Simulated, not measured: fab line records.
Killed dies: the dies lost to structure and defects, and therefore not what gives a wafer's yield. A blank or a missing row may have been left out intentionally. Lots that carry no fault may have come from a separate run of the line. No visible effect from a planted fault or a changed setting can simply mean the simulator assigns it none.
fab line records	flow nandHarc	part 1 of 2: steps 1 to 23 of 30
[record] lots = 5	wafers = 15	lastDay = 23
route steps=1159 shown A_M0@1016 A_M1@1026
lots untouched by any fault: they come from a run of this same line in which no faults occurred
startH: hours from the record's opening day to when the first of the lot's shown wafers began	waitH: time in hours since the lot's previous step	" same as the row above	L1.1+2: one row covering several wafers at once	- value missing, or start not given	* or withheld: withheld	< > ~ a bound
route shown NAME@n: names a module that has steps shown in the file, with the first one's number in the route	usual: mean/standard deviation of fault-free wafers	same: alike in all rows	chamber/n: place in a boat	sites: the reading at each site	_std_site: standard deviation across them	_edge_site: mean of outer sites minus mean of inner sites	radiusMm: how far each site lies from the wafer's centre	mask NAME#n: copy n	behind: the tool/chamber that last shaped the wafer	hold: reason for holding the lot/hours on hold/outcome of the hold	device: the transistor (n, p or np) that didn't switch	end of line: the route-end tests of the same wafers	step lacking rows: just its recipe	killed: dies that structure and defects cost at the first sort, which is not the same as the wafer's yield	map: the dies of a wafer, with x for killed, . for not killed, _ for no die there
set.NAME: the setting that was run; set.NAME@STEP: the one run at that earlier step	model.NAME: the simulator's own value behind a step, which no gauge read
lots seen at some steps along the route; tables by step, rows by wafer
services: a tool's chamber out of use, with start hour (startH, from the record's first day; less than 0 if before it), hours out, and reason
[[steps]]
[step NHARC_A_M0_PVD_21]
[recipe] targetThkA = 300	chamberPressurePa = 5	powerW = 5000	substrateTempC = 30	timeS = 20.49	material = Cu
[usual] throttleValvePct = 30.1/0.95
lot.wafer	tool	chamber	startH	waitH	throttleValvePct
L076.1	pvdSputter-01	-	-	-	30.1
L076.4	"	-	"	"	30.2
L076.3	"	-	"	"	30.8
L077.1	pvdSputter-03	-	-	-	28.8
L077.6	"	-	"	"	28.6
L077.5	"	-	"	"	31.4
L078.2	pvdSputter-02	-	-	-	30.1
L078.1	"	-	"	"	31.1
L078.5	"	-	"	"	30.2
L074.2	pvdSputter-03	-	-	-	29.0
L074.6	"	-	"	"	28.6
L074.5	"	-	"	"	31.3
L093.2	pvdSputter-03	-	-	-	28.2
L093.4	"	-	"	"	29.0
L093.5	"	-	"	"	28.2
[step NHARC_A_M0_ECD_22]
[recipe] targetThkA = 4000	bathTempC = 25	material = Cu
lot.wafer	tool	chamber	startH	waitH
L076.1+3+4	ecdCu-02	0,1,0	403.53	-
L077.1+5+6	ecdCu-02	1,0,1	404.19	-
L078.1+2+5	ecdCu-02	0,1,1	405.89	-
L074.2+5+6	ecdCu-02	0,0,1	406.75	-
L093.2+4+5	ecdCu-02	0,1,1	507.52	-
[step NHARC_A_M0_ANNEAL_30]
[recipe] tempC = 225	timeS = 90
[usual] wafer_temp_C_max = 225.96/0.25
lot.wafer	tool	chamber	startH	waitH	wafer_temp_C_max
L076.1	rtpAnneal-02	0	403.93	-	225.91
L076.3	"	0	"	"	225.95
L076.4	"	0	"	"	226.00
L077.1	rtpAnneal-02	0	404.52	0.3	226.00
L077.5	"	0	"	"	225.89
L077.6	"	0	"	"	225.64
L078.1	rtpAnneal-02	0	406.27	0.3	226.30
L078.2	"	0	"	"	225.82
L078.5	"	0	"	"	226.20
L074.2	rtpAnneal-02	0	407.19	0.4	225.69
L074.5	"	0	"	"	226.17
L074.6	"	0	"	"	225.85
L093.2	rtpAnneal-01	0	508.04	0.5	226.11
L093.4	"	0	"	"	225.77
L093.5	"	0	"	"	225.87
[step NHARC_A_M0_CMP_23]
[recipe] tOverpolishS = 20	targetThkNm = 113.75
[usual] motorCurrentA = 12.1/1	timeToEndpointS = 29/3.2
lot.wafer	tool	chamber	startH	waitH	motorCurrentA	timeToEndpointS
L076.1	cmp-04	1	404.27	-	13.3	30
L076.4	"	3	"	"	13.3	34
L076.3	"	0	"	"	12.4	33
L077.1	cmp-04	2	404.94	-	9.6	26
L077.5	"	3	"	"	13.0	32
L077.6	"	0	"	"	11.7	29
L078.2	cmp-03	2	406.67	-	12.2	29
L078.1	"	3	"	"	12.8	30
L078.5	"	1	"	"	12.7	28
L074.2	cmp-04	1	407.48	-	13.0	27
L074.5	"	1	"	"	13.1	28
L074.6	"	2	"	"	10.0	30
L093.2	cmp-01	2	508.34	-	12.0	27
L093.4	"	0	"	"	11.9	28
L093.5	"	3	"	"	13.5	26
[step NHARC_A_M0_THK_MEAS_24]
[recipe] thkMeasGauge = xrf
[usual] thkNm = 113.8/1.5
lot.wafer	tool	chamber	startH	waitH	thkNm
L076.1	filmMetro-01	-	404.58	-	114.0
L076.3	"	-	"	"	114.0
L076.4	"	-	"	"	115.6
L077.1	filmMetro-01	-	405.18	-	115.1
L077.5	"	-	"	"	114.6
L077.6	"	-	"	"	113.3
L078.1	filmMetro-02	-	406.93	-	114.8
L078.2	"	-	"	"	112.7
L078.5	"	-	"	"	114.7
L074.2	filmMetro-02	-	407.80	-	114.7
L074.5	"	-	"	"	113.8
L074.6	"	-	"	"	115.3
L093.2	filmMetro-01	-	508.65	-	113.3
L093.4	"	-	"	"	111.6
L093.5	"	-	"	"	114.0
[step NHARC_A_M0_SRD_25]
lot.wafer	tool	chamber	startH	waitH
L076.1+4+3	wetBench-10	2,3,6	404.63	0.0
L077.1+5+6	wetBench-08	6,7,1	405.22	0.0
L078.1+5+2	wetBench-10	7,0,1	406.99	0.1
L074.5+2+6	wetBench-10	6,7,1	407.85	0.0
L093.2+5+4	wetBench-08	5,7,2	508.69	0.0
[step NHARC_A_M0_INSPECT_27]
[usual] rawDefectCount = 472/180
lot.wafer	tool	chamber	startH	waitH	rawDefectCount
L076.1	defectInspect-02	-	404.74	0.0	376
L076.3	"	-	"	"	357
L076.4	"	-	"	"	397
L077.1	defectInspect-02	-	405.33	0.0	474
L077.5	"	-	"	"	383
L077.6	"	-	"	"	612
L078.1	defectInspect-02	-	407.10	0.0	504
L078.2	"	-	"	"	718
L078.5	"	-	"	"	476
L074.2	defectInspect-01	-	407.97	0.0	329
L074.5	"	-	"	"	333
L074.6	"	-	"	"	356
L093.2	defectInspect-02	-	508.81	0.0	520
L093.4	"	-	"	"	834
L093.5	"	-	"	"	1035
[step NHARC_A_M0_PRE_CLEAN_31]
[recipe] timeS = 12	tempC = 370	rfPowerW = 300	gas = NH3
[usual] heaterPowerOuterW = 365/60	heaterPowerW = 617/88	susceptorTempC = 369.97/0.23
lot.wafer	tool	chamber	startH	waitH	heaterPowerOuterW	heaterPowerW	sinceWetCleanH	susceptorTempC
L076.3	pecvd-02	1	404.82	0.1	344	564	58	370.03
L076.1	"	2	"	"	363	613	58	369.60
L076.4	"	0	"	"	459	756	-	369.88
L077.1	pecvd-02	0	405.43	0.1	440	696	58	370.26
L077.6	"	2	"	"	330	600	-	370.33
L077.5	"	0	"	"	458	740	-	370.16
L078.1	pecvd-01	0	407.17	0.1	313	626	157	369.90
L078.2	"	2	"	"	237	444	157	369.84
L078.5	"	0	"	"	321	628	-	370.12
L074.2	pecvd-01	0	408.13	0.2	415	745	158	369.79
L074.6	"	2	"	"	265	466	-	369.78
L074.5	"	0	"	"	404	737	-	369.92
L093.2	pecvd-02	2	508.88	0.1	373	638	162	369.55
L093.4	"	2	"	"	356	625	-	369.98
L093.5	"	1	"	"	338	554	-	370.24
[step NHARC_A_M0_DEP_32]
[recipe] targetThkA = 300	tempC = 370	targetThkNm = 30	pressureTorr = 3	flowSccm = 200	rfW = 450	material = SiCN
[usual] heaterPowerOuterW = 336/71	heaterPowerW = 579/100	susceptorTempC = 369.98/0.19
lot.wafer	tool	chamber	startH	waitH	heaterPowerOuterW	heaterPowerW	sinceWetCleanH	susceptorTempC
L076.3	pecvd-02	1	404.93	0.1	332	550	58	369.76
L076.1	"	2	"	"	323	569	58	370.41
L076.4	"	0	"	"	422	680	-	369.54
L077.1	pecvd-02	0	405.56	0.1	445	701	59	369.95
L077.6	"	2	"	"	306	549	-	370.05
L077.5	"	0	"	"	452	703	-	370.09
L078.1	pecvd-01	0	407.25	0.1	371	677	157	370.20
L078.2	"	2	"	"	218	399	157	369.72
L078.5	"	0	"	"	365	674	-	369.92
L074.2	pecvd-01	0	408.24	0.1	343	648	158	370.11
L074.6	"	2	"	"	223	413	-	369.69
L074.5	"	0	"	"	347	662	-	369.98
L093.2	pecvd-02	2	508.96	0.1	250	467	162	370.03
L093.4	"	2	"	"	251	471	-	370.16
L093.5	"	1	"	"	302	513	-	370.12
[step NHARC_A_M1_DEP_00]
[recipe] targetThkA = 1825	targetThkNm = 182.5	tempC = withheld	pressureTorr = 5	flowSccm = 200	rfW = 600	material = SiOC
lot.wafer	tool	chamber	startH	waitH	sinceWetCleanH
L076.3	pecvd-04	0	405.30	-	15
L076.1	"	1	"	"	15
L076.4	"	1	"	"	-
L077.1	pecvd-02	0	-	-	59
L077.5	"	2	"	"	-
L077.6	"	0	"	"	-
L078.2	pecvd-04	2	407.77	-	18
L078.1	"	0	"	"	18
L078.5	"	2	"	"	-
L074.2	pecvd-01	2	-	-	158
L074.6	"	0	"	"	-
L074.5	"	2	"	"	-
L093.2	pecvd-04	2	509.46	-	119
L093.5	"	0	"	"	-
L093.4	"	1	"	"	-
[step NHARC_A_M1_DEHYDRATE_01]
[recipe] tempC = 150	timeS = 120
[usual] exhaustPa = 45.1/0.81	plateTempC = 149.98/0.15	resistLineTempC = 22.99/0.11
lot.wafer	tool	chamber	startH	waitH	exhaustPa	plateTempC	resistLineTempC
L076.1	lithoTrack-06	0	405.70	-	45.5	149.91	22.91
L076.3	"	0	"	"	44.6	150.12	23.05
L076.4	"	0	"	"	45.5	149.91	22.90
L077.1	lithoTrack-06	0	406.28	-	45.0	150.16	22.98
L077.5	"	0	"	"	43.0	150.17	22.92
L077.6	"	0	"	"	44.3	149.90	22.90
L078.1	lithoTrack-06	0	408.13	-	46.4	150.10	22.90
L078.2	"	0	"	"	45.4	150.13	22.88
L078.5	"	0	"	"	44.3	149.84	22.94
L074.2	lithoTrack-01	0	409.00	-	46.1	150.03	23.11
L074.5	"	0	"	"	44.8	150.02	22.99
L074.6	"	0	"	"	44.5	150.03	23.15
L093.2	lithoTrack-01	0	509.78	-	46.0	149.84	23.13
L093.4	"	0	"	"	45.6	149.90	23.04
L093.5	"	0	"	"	46.3	150.12	23.06
[step NHARC_A_M1_HMDS_02]
[recipe] timeS = 30
[usual] exhaustPa = 44.8/0.98	resistLineTempC = 23.02/0.1
lot.wafer	tool	chamber	startH	waitH	exhaustPa	resistLineTempC
L076.1	lithoTrack-06	0	-	-	44.8	22.97
L076.3	"	0	"	"	43.5	23.00
L076.4	"	0	"	"	44.7	22.96
L077.1	lithoTrack-06	0	-	-	45.5	22.81
L077.5	"	0	"	"	44.7	22.98
L077.6	"	0	"	"	45.1	22.95
L078.1	lithoTrack-06	0	-	-	42.3	23.03
L078.2	"	0	"	"	43.4	23.04
L078.5	"	0	"	"	43.4	23.07
L074.2	lithoTrack-01	0	-	-	44.1	22.98
L074.5	"	0	"	"	44.9	22.84
L074.6	"	0	"	"	43.8	22.96
L093.2	lithoTrack-01	0	-	-	46.4	23.05
L093.4	"	0	"	"	44.5	22.99
L093.5	"	0	"	"	44.7	22.96
[step NHARC_A_M1_COAT_34]
[recipe] tempC = 200	timeS = 65
[usual] exhaustPa = 45.1/0.77	plateTempC = 199.99/0.16	resistLineTempC = 23.00/0.12
lot.wafer	tool	chamber	startH	waitH	exhaustPa	plateTempC	resistLineTempC
L076.1	lithoTrack-06	0	-	-	45.8	199.94	23.10
L076.3	"	0	"	"	44.7	200.01	23.06
L076.4	"	0	"	"	44.8	199.99	23.00
L077.1	lithoTrack-06	0	-	-	45.0	199.99	23.12
L077.5	"	0	"	"	44.7	200.12	23.21
L077.6	"	0	"	"	44.7	200.39	23.10
L078.1	lithoTrack-06	0	-	-	46.3	200.10	22.91
L078.2	"	0	"	"	46.5	200.13	22.95
L078.5	"	0	"	"	46.7	199.97	22.93
L074.2	lithoTrack-01	0	-	-	46.0	200.27	23.10
L074.5	"	0	"	"	45.8	200.16	23.07
L074.6	"	0	"	"	44.5	200.36	23.22
L093.2	lithoTrack-01	0	-	-	46.0	200.34	22.86
L093.4	"	0	"	"	45.1	200.24	22.84
L093.5	"	0	"	"	44.4	200.04	23.08
[step NHARC_A_M1_COAT_03]
[recipe] spinRpm = 1500	resistThkNm = 90
[usual] exhaustPa = 44.9/1.1	resistLineTempC = 22.96/0.097
lot.wafer	tool	chamber	startH	waitH	exhaustPa	resistLineTempC
L076.1	lithoTrack-06	0	-	-	46.9	22.91
L076.3	"	0	"	"	47.0	22.82
L076.4	"	0	"	"	46.9	22.90
L077.1	lithoTrack-06	0	-	-	46.0	23.03
L077.5	"	0	"	"	43.7	23.06
L077.6	"	0	"	"	44.4	23.09
L078.1	lithoTrack-06	0	-	-	44.3	23.00
L078.2	"	0	"	"	43.1	22.86
L078.5	"	0	"	"	43.9	22.95
L074.2	lithoTrack-01	0	-	-	44.7	23.02
L074.5	"	0	"	"	43.9	23.07
L074.6	"	0	"	"	45.5	22.98
L093.2	lithoTrack-01	0	-	-	46.6	22.97
L093.4	"	0	"	"	45.7	22.91
L093.5	"	0	"	"	44.8	23.10
[step NHARC_A_M1_SOFTBAKE_04]
[recipe] tempC = 105	timeS = 55
[usual] exhaustPa = 44.9/0.98	plateTempC = 104.99/0.13	resistLineTempC = 22.98/0.11
lot.wafer	tool	chamber	startH	waitH	exhaustPa	plateTempC	resistLineTempC
L076.1	lithoTrack-06	0	-	-	43.1	105.25	23.11
L076.3	"	0	"	"	44.8	105.10	23.06
L076.4	"	0	"	"	45.5	104.96	22.98
L077.1	lithoTrack-06	0	-	-	45.8	105.01	23.15
L077.5	"	0	"	"	45.1	104.88	23.02
L077.6	"	0	"	"	43.9	104.74	23.08
L078.1	lithoTrack-06	0	-	-	44.3	104.92	23.06
L078.2	"	0	"	"	45.8	105.13	23.03
L078.5	"	0	"	"	44.4	104.92	22.92
L074.2	lithoTrack-01	0	-	-	44.2	104.91	23.11
L074.5	"	0	"	"	43.4	104.92	23.11
L074.6	"	0	"	"	45.0	105.05	23.20
L093.2	lithoTrack-01	0	-	-	45.1	104.84	22.91
L093.4	"	0	"	"	44.6	104.95	23.03
L093.5	"	0	"	"	44.1	104.93	22.91
[step NHARC_A_M1_EBR_05]
[usual] exhaustPa = 44.9/0.93	resistLineTempC = 22.99/0.1
lot.wafer	tool	chamber	startH	waitH	exhaustPa	resistLineTempC
L076.1	lithoTrack-06	0	-	-	45.5	22.92
L076.3	"	0	"	"	46.3	22.95
L076.4	"	0	"	"	45.5	22.90
L077.1	lithoTrack-06	0	-	-	47.0	22.82
L077.5	"	0	"	"	45.7	22.87
L077.6	"	0	"	"	45.4	22.79
L078.1	lithoTrack-06	0	-	-	44.6	22.91
L078.2	"	0	"	"	45.1	23.14
L078.5	"	0	"	"	44.9	23.04
L074.2	lithoTrack-01	0	-	-	44.6	23.04
L074.5	"	0	"	"	45.7	23.00
L074.6	"	0	"	"	45.8	23.07
L093.2	lithoTrack-01	0	-	-	44.3	22.98
L093.4	"	0	"	"	45.5	23.00
L093.5	"	0	"	"	45.9	22.85
[step NHARC_A_M1_EXPOSE_06]
[recipe] na = 1.35	targetCdNm = 120	doseMj = 75.13	maskId = A_M1
[same] na = 1.35
lot.wafer	tool	chamber	startH	waitH	mask
L076.1+3+4	arfiScanner-01	0	405.86	-	A_M1#0
L077.1+5+6	arfiScanner-03	0	406.57	-	A_M1#0
L078.1+2+5	arfiScanner-01	0	408.41	-	A_M1#0
L074.2+5+6	arfiScanner-01	0	409.16	-	A_M1#0
L093.2+4+5	arfiScanner-01	0	510.07	-	A_M1#0
[step NHARC_A_M1_PEB_07]
[recipe] pebTempC = 100	pebTimeS = 65
[usual] exhaustPa = 44.9/0.86	plateTempC = 99.98/0.12	resistLineTempC = 23.01/0.1
lot.wafer	tool	chamber	startH	waitH	exhaustPa	plateTempC	resistLineTempC
L076.1	lithoTrack-04	0	405.92	0.1	44.1	99.91	22.96
L076.3	"	0	"	"	45.7	100.11	23.20
L076.4	"	0	"	"	44.9	99.96	23.07
L077.1	lithoTrack-01	0	406.63	0.1	44.5	100.12	23.04
L077.5	"	0	"	"	44.8	100.26	23.02
L077.6	"	0	"	"	45.3	100.10	23.00
L078.1	lithoTrack-01	0	408.47	0.1	44.7	99.99	23.14
L078.2	"	0	"	"	47.0	99.92	22.93
L078.5	"	0	"	"	44.8	99.87	23.05
L074.2	lithoTrack-04	0	409.22	0.1	44.7	100.11	23.03
L074.5	"	0	"	"	45.2	100.14	22.90
L074.6	"	0	"	"	45.1	100.04	22.89
L093.2	lithoTrack-04	0	510.13	0.1	44.4	100.04	23.02
L093.4	"	0	"	"	44.6	99.93	23.08
L093.5	"	0	"	"	43.8	99.83	23.13
[step NHARC_A_M1_DEVELOP_08]
[recipe] developTimeS = 35	devTempC = 23
[usual] exhaustPa = 45.2/0.88	resistLineTempC = 22.97/0.11
lot.wafer	tool	chamber	startH	waitH	exhaustPa	resistLineTempC
L076.1	lithoTrack-04	0	-	-	45.0	23.12
L076.3	"	0	"	"	45.0	23.21
L076.4	"	0	"	"	45.3	23.20
L077.1	lithoTrack-01	0	-	-	45.4	23.07
L077.5	"	0	"	"	44.3	22.95
L077.6	"	0	"	"	45.9	22.98
L078.1	lithoTrack-01	0	-	-	46.0	22.87
L078.2	"	0	"	"	45.4	22.87
L078.5	"	0	"	"	45.6	22.92
L074.2	lithoTrack-04	0	-	-	46.0	22.95
L074.5	"	0	"	"	45.1	22.91
L074.6	"	0	"	"	45.3	22.84
L093.2	lithoTrack-04	0	-	-	45.1	22.80
L093.4	"	0	"	"	45.6	22.82
L093.5	"	0	"	"	44.4	22.81
[step NHARC_A_M1_CD_MEAS_09]
[recipe] targetCdNm = 120	landingEnergyEv = 500
[usual] cdNm = 119.7/0.73
lot.wafer	tool	chamber	startH	waitH	cdNm
L076.1	cdSem-03	0	406.00	-	119.0
L076.3	"	0	"	"	119.5
L076.4	"	0	"	"	120.6
L077.1	cdSem-02	0	406.71	-	119.6
L077.5	"	0	"	"	120.2
L077.6	"	0	"	"	119.8
L078.1	cdSem-01	0	408.55	-	118.9
L078.2	"	0	"	"	118.3
L078.5	"	0	"	"	120.6
L074.2	cdSem-02	0	409.30	-	120.1
L074.5	"	0	"	"	119.6
L074.6	"	0	"	"	119.6
L093.2	cdSem-01	0	510.21	-	119.7
L093.4	"	0	"	"	119.9
L093.5	"	0	"	"	120.2
[step NHARC_A_M1_OVL_MEAS_10]
[recipe] pitchNm = 240
[usual] overlayXNm = -0.2/1	overlayYNm = 0.1/0.89
lot.wafer	tool	chamber	startH	waitH	overlayXNm	overlayYNm
L076.1	overlay-02	-	406.09	-	-1.7	-0.5
L076.3	"	-	"	"	-0.9	-0.2
L076.4	"	-	"	"	-0.8	-0.8
L077.1	overlay-01	-	406.80	-	-0.4	-0.1
L077.5	"	-	"	"	-0.8	-0.8
L077.6	"	-	"	"	-0.5	-0.4
L078.1	overlay-02	-	408.64	-	0.1	0.5
L078.2	"	-	"	"	0.0	0.0
L078.5	"	-	"	"	0.2	0.1
L074.2	overlay-01	-	409.39	-	0.8	0.0
L074.5	"	-	"	"	0.2	0.8
L074.6	"	-	"	"	0.7	1.5
L093.2	overlay-01	-	510.30	-	0.7	0.0
L093.4	"	-	"	"	1.0	-0.2
L093.5	"	-	"	"	0.5	-0.5
[step NHARC_A_M1_INSPECT_11]
[usual] rawDefectCount = 32/15
lot.wafer	tool	chamber	startH	waitH	rawDefectCount
L076.1	defectInspect-01	-	406.12	0.0	38
L076.3	"	-	"	"	34
L076.4	"	-	"	"	40
L077.1	defectInspect-01	-	406.84	0.0	10
L077.5	"	-	"	"	10
L077.6	"	-	"	"	15
L078.1	defectInspect-01	-	408.68	0.0	53
L078.2	"	-	"	"	29
L078.5	"	-	"	"	30
L074.2	defectInspect-01	-	409.43	0.0	35
L074.5	"	-	"	"	33
L074.6	"	-	"	"	31
L093.2	defectInspect-01	-	510.33	0.0	6
L093.4	"	-	"	"	11
L093.5	"	-	"	"	21
[step NHARC_A_M1_DESCUM_14]
[recipe] timeS = 3	o2FlowSccm = 200	arFlowSccm = 0	biasPowerW = 0	chemistry = O2
[usual] drypumpMotorCurrentA = 5.86/0.24	oesProductAu = 1.004/0.011	rfVppV = 57.8/0.86	showerheadPlenumPTorr = 1.89/0.069	throttleValvePct = 11.311/0.0085
lot.wafer	tool	chamber	startH	waitH	drypumpMotorCurrentA	oesProductAu	rfHoursCounterH	rfVppV	showerheadPlenumPTorr	throttleValvePct
L076.4	rieDiel-09	0	406.19	0.1	6.08	1.008	9	58.4	1.92	11.299
L076.3	"	1	"	"	5.79	1.015	9	58.3	1.87	11.296
L076.1	"	2	"	"	6.32	1.004	9	58.5	1.80	11.308
L077.1	rieDiel-09	1	406.92	0.1	5.79	1.004	10	57.7	1.87	11.311
L077.5	"	2	"	"	6.29	1.004	-	55.9	1.80	11.323
L077.6	"	3	"	"	6.01	1.002	-	56.9	1.81	11.312
L078.1	rieDiel-09	2	408.75	0.1	6.31	1.016	9	57.9	1.80	11.316
L078.2	"	0	"	"	6.08	1.004	10	58.2	1.92	11.324
L078.5	"	2	"	"	6.28	1.006	-	57.1	1.80	11.300
L074.2	rieDiel-10	1	409.51	0.1	5.36	1.003	3	56.8	1.96	11.305
L074.6	"	2	"	"	5.92	0.991	-	56.9	1.99	11.301
L074.5	"	3	"	"	5.87	1.008	-	57.1	1.79	11.303
L093.4	rieDiel-10	3	510.40	0.1	5.87	1.010	12	57.9	1.79	11.315
L093.2	"	0	"	"	5.90	0.984	12	57.8	1.89	11.309
L093.5	"	3	"	"	5.84	1.005	-	57.1	1.79	11.315
